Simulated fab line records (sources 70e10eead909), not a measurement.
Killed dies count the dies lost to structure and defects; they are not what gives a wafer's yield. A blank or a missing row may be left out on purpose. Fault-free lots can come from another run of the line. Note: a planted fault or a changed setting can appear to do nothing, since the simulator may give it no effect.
fab line records -- flow nand_harc
record: lots: 6, wafers: 18, last_day: 32
route steps=1302 shown A_CHANNEL_HOLE_D2@575 END@1302
lots with no fault: from the same line, run without faults
start_h: hours from the record's opening day to when the first of the lot's shown wafers began -- wait_h: hours elapsed since this lot's preceding step -- " unchanged from the row above -- L1.1+2: several wafers, shown together as one row -- - no value, or no start given -- * or withheld: withheld -- < > ~ a bound
route shown NAME@n: NAME is a module with steps in the file, n the number in the route of the first one -- usual: mean/standard deviation taken from wafers without a fault -- same: alike in all rows -- chamber/n: place in a boat -- sites: the reading at each site -- _std_site: the values' standard deviation -- _edge_site: outer sites' mean less inner sites' -- radius_mm: how far each site lies from the wafer's centre -- mask NAME#n: copy n -- behind: the last tool/chamber to shape the wafer -- hold: the reason the lot was held/the length of the hold in hours/how it ended -- device: the transistor (n, p or np) that didn't switch -- end of line: the same wafers' tests at the end of the route -- step lacking rows: just its recipe -- killed: count of dies lost to structure and defects at first sort (not the wafer's yield) -- map: shows each die of a wafer: x if killed, . if not, _ if none is there
set.NAME: the setting as run; set.NAME@STEP: as run at that earlier step -- model.NAME: the simulator's own value behind a step, which no gauge read
a table for each step, a row for each wafer; lots at some steps of the route
services: a tool's chamber out of use, with start hour (start_h, from the record's first day; less than 0 if before it), hours out, and reason
== steps ==
step: NHARC_A_CHANNEL_HOLE_D2_COAT_37
recipe: temp_c: 225, time_s: 65
step: NHARC_A_CHANNEL_HOLE_D2_COAT_04
recipe: spin_rpm: 1500, resist_thk_nm: 90
step: NHARC_A_CHANNEL_HOLE_D2_SOFTBAKE_05
recipe: temp_c: 105, time_s: 55
step: NHARC_A_CHANNEL_HOLE_D2_EBR_06
step: NHARC_A_CHANNEL_HOLE_D2_EXPOSE_07
recipe: na: 1.35, target_cd_nm: 100, sigma_outer: 0.3, dose_mj: 59.65, mask_id: HOLE_D2
step: NHARC_A_CHANNEL_HOLE_D2_PEB_08
recipe: peb_temp_c: 100, peb_time_s: 65
step: NHARC_A_CHANNEL_HOLE_D2_DEVELOP_09
recipe: develop_time_s: 35, dev_temp_c: 23
step: NHARC_A_CHANNEL_HOLE_D2_CD_MEAS_10
recipe: target_cd_nm: 100, landing_energy_ev: 500
usual: cd_nm: 99.5/0.64
lot.wafer,tool,chamber,start_h,wait_h,cd_nm
L161.2,cd_sem-01,0,313.22,-,98.8
L161.5,cd_sem-01,0,313.22,-,99.1
L161.6,cd_sem-01,0,313.22,-,99.4
L163.1,cd_sem-01,0,337.69,-,98.8
L163.5,cd_sem-01,0,337.69,-,99.4
L163.6,cd_sem-01,0,337.69,-,98.5
L170.2,cd_sem-03,0,397.84,-,98.8
L170.3,cd_sem-03,0,397.84,-,99.3
L170.6,cd_sem-03,0,397.84,-,99.5
L171.2,cd_sem-01,0,410.93,-,100.1
L171.5,cd_sem-01,0,410.93,-,99.4
L171.6,cd_sem-01,0,410.93,-,99.0
L178.1,cd_sem-02,0,486.33,-,99.3
L178.3,cd_sem-02,0,486.33,-,98.8
L178.6,cd_sem-02,0,486.33,-,98.6
L180.1,cd_sem-02,0,512.46,-,98.9
L180.2,cd_sem-02,0,512.46,-,100.4
L180.5,cd_sem-02,0,512.46,-,99.0
step: NHARC_A_CHANNEL_HOLE_D2_OVL_MEAS_11
usual: overlay_x_nm: 0.0/0.75, overlay_y_nm: -0.2/0.81
lot.wafer,tool,chamber,start_h,wait_h,overlay_x_nm,overlay_y_nm
L161.2,overlay-02,-,313.31,-,-0.4,0.7
L161.5,overlay-02,-,313.31,-,0.1,1.2
L161.6,overlay-02,-,313.31,-,0.4,1.0
L163.1,overlay-02,-,337.78,-,0.3,0.4
L163.5,overlay-02,-,337.78,-,0.8,-0.5
L163.6,overlay-02,-,337.78,-,0.6,0.4
L170.2,overlay-01,-,397.92,-,-0.3,2.0
L170.3,overlay-01,-,397.92,-,-0.5,2.2
L170.6,overlay-01,-,397.92,-,-0.1,1.5
L171.2,overlay-02,-,411.02,-,0.2,-0.8
L171.5,overlay-02,-,411.02,-,0.1,0.0
L171.6,overlay-02,-,411.02,-,0.1,-1.2
L178.1,overlay-01,-,486.42,-,-1.7,-0.8
L178.3,overlay-01,-,486.42,-,-1.7,-0.7
L178.6,overlay-01,-,486.42,-,-2.1,-0.8
L180.1,overlay-02,-,512.55,-,0.0,0.8
L180.2,overlay-02,-,512.55,-,-0.4,0.2
L180.5,overlay-02,-,512.55,-,-0.5,0.0
step: NHARC_A_CHANNEL_HOLE_D2_INSPECT_12
usual: raw_defect_count: 25/21
lot.wafer,tool,chamber,start_h,wait_h,raw_defect_count
L161.2,defect_inspect-01,-,313.35,0.0,55
L161.5,defect_inspect-01,-,313.35,0.0,49
L161.6,defect_inspect-01,-,313.35,0.0,46
L163.1,defect_inspect-01,-,337.81,0.0,13
L163.5,defect_inspect-01,-,337.81,0.0,6
L163.6,defect_inspect-01,-,337.81,0.0,11
L170.2,defect_inspect-02,-,397.96,0.0,67
L170.3,defect_inspect-02,-,397.96,0.0,56
L170.6,defect_inspect-02,-,397.96,0.0,55
L171.2,defect_inspect-02,-,411.06,0.0,12
L171.5,defect_inspect-02,-,411.06,0.0,16
L171.6,defect_inspect-02,-,411.06,0.0,16
L178.1,defect_inspect-02,-,486.45,0.0,23
L178.3,defect_inspect-02,-,486.45,0.0,17
L178.6,defect_inspect-02,-,486.45,0.0,20
L180.1,defect_inspect-02,-,512.59,0.0,12
L180.2,defect_inspect-02,-,512.59,0.0,8
L180.5,defect_inspect-02,-,512.59,0.0,5
step: NHARC_A_CHANNEL_HOLE_D2_DESCUM_15
recipe: time_s: 3, o2_flow_sccm: 200, ar_flow_sccm: 0, bias_power_w: 0, chemistry: O2
usual: chamber_pressure_mTorr: 60.01/0.055, drypump_motor_current_A: 5.5/0.47, oes_product_au: 1.002/0.013, rf_vpp_V: 57.9/0.93, showerhead_plenum_p_Torr: 1.92/0.067, throttle_valve_pct: 11.312/0.0098
lot.wafer,tool,chamber,start_h,wait_h,chamber_pressure_mTorr,drypump_motor_current_A,oes_product_au,rf_hours_counter_h,rf_vpp_V,showerhead_plenum_p_Torr,throttle_valve_pct
L161.2,rie_diel-10,2,313.41,0.1,60.07,5.1,1.008,3.1,58.7,1.98,11.319
L161.5,rie_diel-10,2,313.41,0.1,59.94,5.1,1.021,-,58.2,1.98,11.307
L161.6,rie_diel-10,3,313.41,0.1,60.03,5.2,1.019,-,57.7,1.94,11.324
L163.1,rie_diel-06,1,337.89,0.1,59.98,5.0,0.987,0.7,58.6,1.99,11.312
L163.6,rie_diel-06,3,337.89,0.1,59.98,5.5,0.997,-,59.1,2.01,11.307
L163.5,rie_diel-06,0,337.89,0.1,59.96,5.3,1.014,-,58.2,1.92,11.305
L170.2,rie_diel-06,0,398.03,0.1,60.05,5.3,1.008,4.4,57.6,1.92,11.299
L170.3,rie_diel-06,2,398.03,0.1,60.00,5.4,1.004,3.4,56.6,1.86,11.320
L170.6,rie_diel-06,3,398.03,0.1,59.94,5.5,0.998,-,60.5,2.01,11.327
L171.2,rie_diel-06,0,411.14,0.1,60.05,5.3,1.012,5.9,58.5,1.92,11.307
L171.6,rie_diel-06,1,411.14,0.1,60.07,5.0,0.986,-,57.2,1.99,11.305
L171.5,rie_diel-06,2,411.14,0.1,60.13,5.4,1.001,-,58.2,1.86,11.306
L178.1,rie_diel-10,0,486.53,0.1,59.95,5.3,1.015,1.8,57.8,1.79,11.289
L178.3,rie_diel-10,1,486.53,0.1,59.94,4.9,0.973,2.1,57.8,1.89,11.294
L178.6,rie_diel-10,2,486.53,0.1,60.06,5.0,1.023,-,57.5,1.98,11.310
L180.2,rie_diel-05,3,512.65,0.1,60.00,6.7,1.006,6.7,56.7,1.84,11.318
L180.1,rie_diel-05,0,512.65,0.1,60.08,6.3,1.008,7.4,59.9,1.87,11.332
L180.5,rie_diel-05,0,512.65,0.1,60.01,6.3,0.996,-,57.5,1.87,11.296
step: NHARC_A_CHANNEL_HOLE_D2_ETCH_38
recipe: target_depth_a: 390, over_etch_frac: 0.3, time_s: 65, ion_energy_ev: 80, cf4_flow_sccm: 150, ar_flow_sccm: 0, rf_w: 300, bias_w: 100, chemistry: CF4
usual: bias_w: 100.0/0.31, chamber_pressure_mTorr: 50.00/0.043, drypump_motor_current_A: 5.4/0.46, oes_product_au: 1.002/0.013, rf_vpp_V: 151.4/1.2, run_length_s: 86.4/0.46, showerhead_plenum_p_Torr: 1.78/0.057, throttle_valve_pct: 13.284/0.0092
lot.wafer,tool,chamber,start_h,wait_h,bias_w,chamber_pressure_mTorr,drypump_motor_current_A,oes_product_au,rf_hours_counter_h,rf_vpp_V,run_length_s,showerhead_plenum_p_Torr,throttle_valve_pct
L161.2,rie_diel-10,2,313.49,0.1,100.2,50.03,5.0,1.021,3.1,151.8,85.4,1.83,13.277
L161.5,rie_diel-10,2,313.49,0.1,100.1,49.96,5.0,1.011,-,151.6,85.5,1.83,13.288
L161.6,rie_diel-10,3,313.49,0.1,99.9,50.07,5.2,1.010,-,150.7,86.5,1.79,13.299
L163.1,rie_diel-06,0,337.97,0.1,100.5,50.05,5.2,1.002,0.7,152.2,86.7,1.77,13.309
L163.5,rie_diel-06,2,337.97,0.1,100.3,50.08,5.3,1.015,-,150.8,86.6,1.72,13.297
L163.6,rie_diel-06,3,337.97,0.1,100.4,50.03,5.5,0.981,-,152.5,86.4,1.85,13.279
L170.3,rie_diel-06,2,398.13,0.1,99.9,49.98,5.4,1.016,3.5,150.5,86.3,1.72,13.276
L170.2,rie_diel-06,3,398.13,0.1,99.8,50.01,5.5,0.986,3.8,152.2,86.7,1.85,13.272
L170.6,rie_diel-06,2,398.13,0.1,100.4,49.97,5.4,1.008,-,150.0,86.3,1.72,13.290
L171.2,rie_diel-06,2,411.21,0.1,99.8,50.02,5.4,1.010,5.0,148.2,86.9,1.72,13.283
L171.6,rie_diel-06,1,411.21,0.1,100.3,50.09,5.0,0.998,-,151.1,86.9,1.84,13.273
L171.5,rie_diel-06,2,411.21,0.1,100.7,50.00,5.3,1.005,-,151.5,86.0,1.72,13.281
L178.3,rie_diel-10,1,486.61,0.1,99.8,50.01,4.9,0.977,2.1,150.1,86.5,1.75,13.277
L178.1,rie_diel-10,2,486.61,0.1,99.9,50.01,5.1,1.019,3.0,152.9,85.9,1.83,13.286
L178.6,rie_diel-10,0,486.61,0.1,99.8,49.91,5.3,1.028,-,149.9,86.6,1.66,13.287
L180.2,rie_diel-05,1,512.73,0.1,100.3,50.02,5.7,1.002,7.9,152.3,86.6,1.79,13.268
L180.1,rie_diel-05,0,512.73,0.1,99.8,50.04,6.3,1.007,7.4,150.3,85.6,1.73,13.278
L180.5,rie_diel-05,2,512.73,0.1,100.2,49.99,6.0,1.000,-,150.7,85.8,1.84,13.297
step: NHARC_A_CHANNEL_HOLE_D2_ETCH_39
recipe: target_depth_a: 2600, over_etch_frac: 0.3, time_s: 325, ion_energy_ev: 200, n2_flow_sccm: 150, h2_flow_sccm: 150, ar_flow_sccm: 0, rf_w: 400, bias_w: 150, chemistry: N2/H2
usual: bias_w: 149.9/0.45, chamber_pressure_mTorr: 29.997/0.026, drypump_motor_current_A: 5.5/0.48, oes_product_au: 1.002/0.013, rf_vpp_V: 430.7/2.3, run_length_s: 346.4/0.47, showerhead_plenum_p_Torr: 2.05/0.075, throttle_valve_pct: 14.171/0.0091
lot.wafer,tool,chamber,start_h,wait_h,bias_w,chamber_pressure_mTorr,drypump_motor_current_A,oes_product_au,rf_hours_counter_h,rf_vpp_V,run_length_s,showerhead_plenum_p_Torr,throttle_valve_pct
L161.2,rie_diel-10,2,313.66,-,149.8,29.984,5.0,1.012,3.2,432.1,345.8,2.12,14.167
L161.5,rie_diel-10,3,313.66,-,150.4,29.978,5.2,1.008,-,431.7,346.3,2.07,14.160
L161.6,rie_diel-10,0,313.66,-,149.7,29.971,5.2,1.015,-,427.2,346.3,1.90,14.181
L163.1,rie_diel-06,0,338.08,-,149.8,29.991,5.3,1.013,0.7,429.4,346.7,2.04,14.174
L163.6,rie_diel-06,3,338.08,-,149.6,29.994,5.5,0.978,-,431.7,346.5,2.15,14.177
L163.5,rie_diel-06,0,338.08,-,150.5,30.019,5.3,1.008,-,430.9,346.4,2.04,14.154
L170.3,rie_diel-06,3,398.23,-,150.1,30.022,5.5,0.998,3.9,433.7,346.5,2.15,14.171
L170.2,rie_diel-06,2,398.23,-,-,29.982,5.3,1.007,3.5,429.8,246.4,1.98,14.179
L170.6,rie_diel-06,0,398.23,-,-,30.007,5.3,1.011,-,430.2,246.4,2.04,14.171
L171.2,rie_diel-06,0,411.29,-,-,29.993,5.3,1.013,5.9,432.5,246.1,2.04,14.190
L171.6,rie_diel-06,0,411.29,-,-,29.955,5.3,1.016,-,429.2,246.7,2.04,14.186
L171.5,rie_diel-06,1,411.29,-,149.4,29.940,5.0,0.995,-,433.6,347.1,2.13,14.164
L178.3,rie_diel-10,1,486.72,-,150.0,30.021,4.9,0.987,2.1,429.3,346.0,2.02,14.171
L178.1,rie_diel-10,3,486.72,-,149.4,29.990,5.2,0.991,3.1,432.2,346.5,2.07,14.166
L178.6,rie_diel-10,1,486.72,-,150.0,30.033,4.9,0.986,-,430.9,346.4,2.02,14.179
L180.2,rie_diel-05,1,512.82,-,150.5,30.034,5.7,1.007,8.0,431.9,345.9,2.07,14.159
L180.1,rie_diel-05,0,512.82,-,149.2,30.009,6.3,0.998,7.5,428.9,345.8,1.99,14.161
L180.5,rie_diel-05,1,512.82,-,150.0,30.002,5.7,1.004,-,430.5,346.1,2.07,14.158
step: NHARC_A_CHANNEL_HOLE_D2_ETCH_34
recipe: target_depth_a: 1540, time_s: 77, cf4_flow_sccm: 100, chf3_flow_sccm: 30, ar_flow_sccm: 0, rf_w: 500, bias_w: 200, chemistry: CF4/CHF3
usual: bias_w: 200.0/0.6, chamber_pressure_mTorr: 24.999/0.024, chf3_flow_sccm: 29.99/0.091, drypump_motor_current_A: 5.4/0.48, oes_product_au: 0.959/0.023, rf_vpp_V: 370.7/1.8, run_length_s: 98.4/0.42, showerhead_plenum_p_Torr: 1.58/0.053, throttle_valve_pct: 16.801/0.0088
lot.wafer,tool,chamber,start_h,wait_h,bias_w,chamber_pressure_mTorr,chf3_flow_sccm,drypump_motor_current_A,oes_product_au,rf_hours_counter_h,rf_vpp_V,run_length_s,showerhead_plenum_p_Torr,throttle_valve_pct
L161.2,rie_diel-10,0,-,-,200.2,24.955,30.11,5.3,0.996,3.9,366.4,98.4,1.48,16.798
L161.6,rie_diel-10,1,-,-,200.4,24.986,29.82,4.9,0.977,-,369.8,98.3,1.56,16.788
L161.5,rie_diel-10,2,-,-,199.1,25.078,30.16,5.1,0.990,-,373.0,97.5,1.63,16.817
L163.1,rie_diel-06,0,-,-,199.8,25.007,30.18,5.3,0.981,0.9,371.0,98.2,1.58,16.801
L163.6,rie_diel-06,1,-,-,199.5,24.950,30.03,5.0,0.970,-,373.0,98.8,1.64,16.800
L163.5,rie_diel-06,2,-,-,201.2,24.996,30.07,5.4,0.997,-,369.7,98.2,1.53,16.804
L170.2,rie_diel-06,0,-,-,199.3,25.050,30.13,5.3,0.963,4.6,371.4,98.6,1.58,16.805
L170.3,rie_diel-06,2,-,-,200.1,25.011,30.02,5.4,0.952,3.7,369.0,98.6,1.53,16.808
L170.6,rie_diel-06,0,-,-,200.4,25.071,29.98,5.3,0.971,-,370.5,98.6,1.58,16.812
L171.2,rie_diel-06,0,-,-,199.8,25.003,30.13,5.3,0.987,6.1,370.0,98.7,1.58,16.790
L171.6,rie_diel-06,1,-,-,199.4,25.011,29.93,5.0,0.943,-,374.1,99.0,1.64,16.795
L171.5,rie_diel-06,2,-,-,200.5,24.946,29.91,5.4,0.972,-,369.0,98.3,1.53,16.799
L178.3,rie_diel-10,0,-,-,199.6,24.999,29.79,5.3,0.989,2.0,367.3,99.0,1.47,16.802
L178.1,rie_diel-10,2,-,-,199.4,24.984,29.94,5.1,0.974,3.1,372.6,97.8,1.63,16.802
L178.6,rie_diel-10,1,-,-,200.9,24.978,29.92,4.9,0.939,-,371.3,98.3,1.56,16.810
L180.2,rie_diel-05,0,-,-,199.1,25.021,29.90,6.3,0.964,7.5,369.5,98.2,1.54,16.805
L180.1,rie_diel-05,3,-,-,199.8,25.012,30.02,6.6,0.977,6.8,368.6,98.9,1.52,16.816
L180.5,rie_diel-05,1,-,-,199.4,25.049,29.99,5.7,0.980,-,371.7,98.4,1.59,16.784
step: NHARC_END_SORT_01
recipe: temp_c: 25
usual: killed_at_array: 56/17, killed_at_other: 1.2/1.4, killed_at_periphery: 4/3.2, killed_dies: 61/16, killed_open: 3.6/2.1, killed_short: 2.7/1.8
same: gross_dies: 677
lot.wafer,tool,chamber,start_h,wait_h,killed_at_array,killed_at_other,killed_at_periphery,killed_dies,killed_open,killed_short
L161.2,prober-02,0,571.58,2.8,70,0,2,72,3,1
L161.5,prober-02,0,573.98,3.7,66,0,3,69,5,4
L161.6,prober-02,0,574.77,4.0,71,0,1,72,0,1
L163.1,prober-01,0,611.07,2.5,76,1,3,80,3,0
L163.5,prober-01,0,614.19,3.6,77,0,2,79,5,1
L163.6,prober-01,0,614.97,3.9,75,0,5,80,6,9
L170.2,prober-01,0,684.93,2.8,672,0,4,676,5,1
L170.3,prober-01,0,685.73,3.1,66,0,4,70,3,1
L170.6,prober-01,0,688.13,4.0,675,0,2,677,2,3
L171.2,prober-02,0,707.38,2.9,666,1,10,677,7,6
L171.5,prober-02,0,709.79,3.7,63,0,3,66,9,3
L171.6,prober-02,0,710.59,4.0,674,0,3,677,5,3
killed by level:class
L161.2 A_CHANNEL_HOLE_D1:chamber_film_flake=30 A_SLIT:chamber_film_flake=20 A_CHANNEL_HOLE_D2:chamber_film_flake=6 A_STAIRCASE:chamber_film_flake=4 A_CONTACT:chamber_film_flake=4 P_M0:geometric_particle:open=1 A_ONON_D1:geometric_particle:open=1 A_CHANNEL_FILL_D1:geometric_particle:short=1
L161.5 A_CHANNEL_HOLE_D1:chamber_film_flake=23 A_SLIT:chamber_film_flake=21 A_CHANNEL_HOLE_D2:chamber_film_flake=5 A_STAIRCASE:chamber_film_flake=4 A_CONTACT:chamber_film_flake=3 P_CONTACT:geometric_particle:open=2 A_ONON_D1:geometric_particle:short=1 A_ONON_D1:geometric_particle:open=1
L161.6 A_SLIT:chamber_film_flake=27 A_CHANNEL_HOLE_D1:chamber_film_flake=25 A_CHANNEL_HOLE_D2:chamber_film_flake=9 A_CONTACT:chamber_film_flake=4 A_CHANNEL_FILL_D1:chamber_film_flake=2 A_STAIRCASE:chamber_film_flake=2 A_WL_FILL:geometric_particle:short=1 P_GATE:chamber_film_flake=1
L163.1 A_CHANNEL_HOLE_D2:chamber_film_flake=30 A_SLIT:chamber_film_flake=28 A_CONTACT:chamber_film_flake=6 P_GATE:chamber_film_flake=3 A_ZERO_WELL:chamber_film_flake=3 A_CHANNEL_HOLE_D1:chamber_film_flake=3 A_ONON_D1:geometric_particle:open=1 A_CHANNEL_FILL_D2:geometric_particle:open=1
L163.5 A_CHANNEL_HOLE_D2:chamber_film_flake=35 A_SLIT:chamber_film_flake=29 A_CONTACT:chamber_film_flake=4 A_CHANNEL_HOLE_D1:chamber_film_flake=2 P_M0:geometric_particle:open=1 A_CHANNEL_HOLE_D1:geometric_particle:open=1 A_CHANNEL_FILL_D1:geometric_particle:open=1 A_CONTACT:geometric_particle:open=1
L163.6 A_SLIT:chamber_film_flake=27 A_CHANNEL_HOLE_D2:chamber_film_flake=22 A_WL_FILL:geometric_particle:short=4 A_CHANNEL_FILL_D1:geometric_particle:short=3 A_ONON_D2:geometric_particle:open=3 P_GATE:chamber_film_flake=3 A_CHANNEL_HOLE_D1:chamber_film_flake=3 A_CHANNEL_FILL_D1:chamber_film_flake=3
L170.2 A_CHANNEL_HOLE_D2:area_etch=597 A_SLIT:chamber_film_flake=31 A_CHANNEL_HOLE_D1:chamber_film_flake=23 A_CHANNEL_HOLE_D2:chamber_film_flake=11 A_ONON_D2:geometric_particle:open=2 P_M1:chamber_film_flake=2 A_DECK1_JOINT:chamber_film_flake=2 P_GATE:geometric_particle:short=1
L170.3 A_CHANNEL_HOLE_D1:chamber_film_flake=23 A_SLIT:chamber_film_flake=20 A_CHANNEL_HOLE_D2:chamber_film_flake=11 A_ZERO_WELL:chamber_film_flake=3 P_ZERO_WELL:chamber_film_flake=2 A_STAIRCASE:chamber_film_flake=2 A_CONTACT:chamber_film_flake=2 P_M0:geometric_particle:open=1
L170.6 A_CHANNEL_HOLE_D2:area_etch=600 A_SLIT:chamber_film_flake=27 A_CHANNEL_HOLE_D1:chamber_film_flake=18 A_CHANNEL_HOLE_D2:chamber_film_flake=17 A_CONTACT:chamber_film_flake=3 A_ONON_D2:geometric_particle:short=2 A_DECK1_JOINT:chamber_film_flake=2 A_STAIRCASE:chamber_film_flake=2
L171.2 A_CHANNEL_HOLE_D2:area_etch=603 A_SLIT:chamber_film_flake=30 P_M2:chamber_film_flake=7 A_CHANNEL_HOLE_D1:chamber_film_flake=7 A_CONTACT:chamber_film_flake=5 A_ONON_D2:geometric_particle:open=3 A_CHANNEL_FILL_D2:geometric_particle:open=2 A_ZERO_WELL:chamber_film_flake=2
L171.5 A_SLIT:chamber_film_flake=33 A_CONTACT:chamber_film_flake=7 A_CHANNEL_FILL_D1:chamber_film_flake=4 A_CHANNEL_HOLE_D1:chamber_film_flake=3 P_GATE:geometric_particle:open=2 A_ONON_D1:geometric_particle:open=2 A_WL_FILL:geometric_particle:short=2 A_DECK1_JOINT:chamber_film_flake=2
L171.6 A_CHANNEL_HOLE_D2:area_etch=618 A_SLIT:chamber_film_flake=28 A_CONTACT:chamber_film_flake=12 A_CHANNEL_HOLE_D1:chamber_film_flake=4 P_M0:geometric_particle:open=2 A_CHANNEL_FILL_D1:chamber_film_flake=2 P_CONTACT:geometric_particle:open=1 A_ONON_D2:geometric_particle:short=1
map L170.6 (x killed, . not)
____________x____________
_________xxxxxxx_________
_______xxxxxxxxxxx_______
______xxxxxxxxxxxxx______
_____xxxxxxxxxxxxxxx_____
____xxxxxxxxxxxxxxxxx____
____xxxxxxxxxxxxxxxxx____
___xxxxxxxxxxxxxxxxxxx___
___xxxxxxxxxxxxxxxxxxx___
__xxxxxxxxxxxxxxxxxxxxx__
__xxxxxxxxxxxxxxxxxxxxx__
_xxxxxxxxxxxxxxxxxxxxxxx_
_xxxxxxxxxxxxxxxxxxxxxxx_
_xxxxxxxxxxxxxxxxxxxxxxx_
_xxxxxxxxxxxxxxxxxxxxxxx_
_xxxxxxxxxxxxxxxxxxxxxxx_
xxxxxxxxxxxxxxxxxxxxxxxxx
xxxxxxxxxxxxxxxxxxxxxxxxx
xxxxxxxxxxxxxxxxxxxxxxxxx
xxxxxxxxxxxxxxxxxxxxxxxxx
xxxxxxxxxxxxxxxxxxxxxxxxx
_xxxxxxxxxxxxxxxxxxxxxxx_
_xxxxxxxxxxxxxxxxxxxxxxx_
_xxxxxxxxxxxxxxxxxxxxxxx_
_xxxxxxxxxxxxxxxxxxxxxxx_
_xxxxxxxxxxxxxxxxxxxxxxx_
__xxxxxxxxxxxxxxxxxxxxx__
__xxxxxxxxxxxxxxxxxxxxx__
___xxxxxxxxxxxxxxxxxxx___
___xxxxxxxxxxxxxxxxxxx___
____xxxxxxxxxxxxxxxxx____
____xxxxxxxxxxxxxxxxx____
_____xxxxxxxxxxxxxxx_____
______xxxxxxxxxxxxx______
_______xxxxxxxxxxx_______
_________xxxxxxx_________
____________x____________
map L171.2 (x killed, . not)
____________x____________
_________xxxxxxx_________
_______xxxxxxxxxxx_______
______xxxxxxxxxxxxx______
_____xxxxxxxxxxxxxxx_____
____xxxxxxxxxxxxxxxxx____
____xxxxxxxxxxxxxxxxx____
___xxxxxxxxxxxxxxxxxxx___
___xxxxxxxxxxxxxxxxxxx___
__xxxxxxxxxxxxxxxxxxxxx__
__xxxxxxxxxxxxxxxxxxxxx__
_xxxxxxxxxxxxxxxxxxxxxxx_
_xxxxxxxxxxxxxxxxxxxxxxx_
_xxxxxxxxxxxxxxxxxxxxxxx_
_xxxxxxxxxxxxxxxxxxxxxxx_
_xxxxxxxxxxxxxxxxxxxxxxx_
xxxxxxxxxxxxxxxxxxxxxxxxx
xxxxxxxxxxxxxxxxxxxxxxxxx
xxxxxxxxxxxxxxxxxxxxxxxxx
xxxxxxxxxxxxxxxxxxxxxxxxx
xxxxxxxxxxxxxxxxxxxxxxxxx
_xxxxxxxxxxxxxxxxxxxxxxx_
_xxxxxxxxxxxxxxxxxxxxxxx_
_xxxxxxxxxxxxxxxxxxxxxxx_
_xxxxxxxxxxxxxxxxxxxxxxx_
_xxxxxxxxxxxxxxxxxxxxxxx_
__xxxxxxxxxxxxxxxxxxxxx__
__xxxxxxxxxxxxxxxxxxxxx__
___xxxxxxxxxxxxxxxxxxx___
___xxxxxxxxxxxxxxxxxxx___
____xxxxxxxxxxxxxxxxx____
____xxxxxxxxxxxxxxxxx____
_____xxxxxxxxxxxxxxx_____
______xxxxxxxxxxxxx______
_______xxxxxxxxxxx_______
_________xxxxxxx_________
____________x____________
== services ==
tool,chamber,start_h,hours,kind
rie_diel-05,0,290.30,9.2,repair
rie_diel-06,-,307.20,9.0,pm
rie_diel-06,0,307.20,9.0,vent_cycle
rie_diel-06,1,307.20,9.0,vent_cycle
rie_diel-06,2,307.20,9.0,vent_cycle
rie_diel-06,3,307.20,9.0,vent_cycle
rie_diel-06,0,316.20,-,clean
rie_diel-06,1,316.20,-,clean
rie_diel-06,2,316.20,-,clean
rie_diel-06,3,316.20,-,clean
rie_diel-05,1,320.83,18.1,repair
rie_diel-10,-,364.83,0.8,repair
rie_diel-06,1,397.16,12.5,repair
rie_diel-05,-,406.90,9.0,pm
rie_diel-10,-,419.50,9.0,pm
rie_diel-10,2,430.70,2.5,repair
rie_diel-06,1,445.99,5.6,repair
rie_diel-10,1,456.56,7.0,repair
rie_diel-10,0,462.22,11.4,repair
rie_diel-05,2,464.38,2.4,repair
rie_diel-06,3,464.42,3.4,repair
rie_diel-06,-,484.20,9.0,pm
rie_diel-10,-,492.08,1.9,repair
rie_diel-06,2,501.97,6.2,repair
== key ==
first_sign: step: NHARC_A_CHANNEL_HOLE_D2_ETCH_39, reading: run_length_s, direction: down, sigmas: 99+, usual: *, struck: *
effect: step: NHARC_END_SORT_01, reading: killed_dies, direction: up, sigmas: 37, usual: 61, struck: 677
more_kills_born_at: NHARC_A_CHANNEL_HOLE_D2_ETCH_39@rie_diel-06: 2418
met_at NHARC_A_CHANNEL_HOLE_D2_ETCH_39
struck_wafers L170.2,L170.6,L171.2,L171.6
later_rows_left_out L170.2,L170.6,L171.2,L171.6
tester_left_out L170,L171
onset_between 338.08 398.23
fault: kind: process_parameter_drift, tool: rie_diel-06, chamber: -, onset_h: 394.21, steps: NHARC_A_CHANNEL_HOLE_D2_ETCH_39, channel: time_s, offset: *, shape: step, end_h: 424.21, scope: struck_wafers_only, acts_in: *, stated: *
tester_left_out: of these lots the tester's yield and bins aren't shown, on N5 and GAA mostly nor the transistor test; their killed dies are dies lost to structure and defects alone, not to doping, threshold or leakage, so they don't give the yield
later_rows_left_out: the simulator's readings of these wafers behind a module that went badly wrong aren't trusted and aren't shown, but for the sort
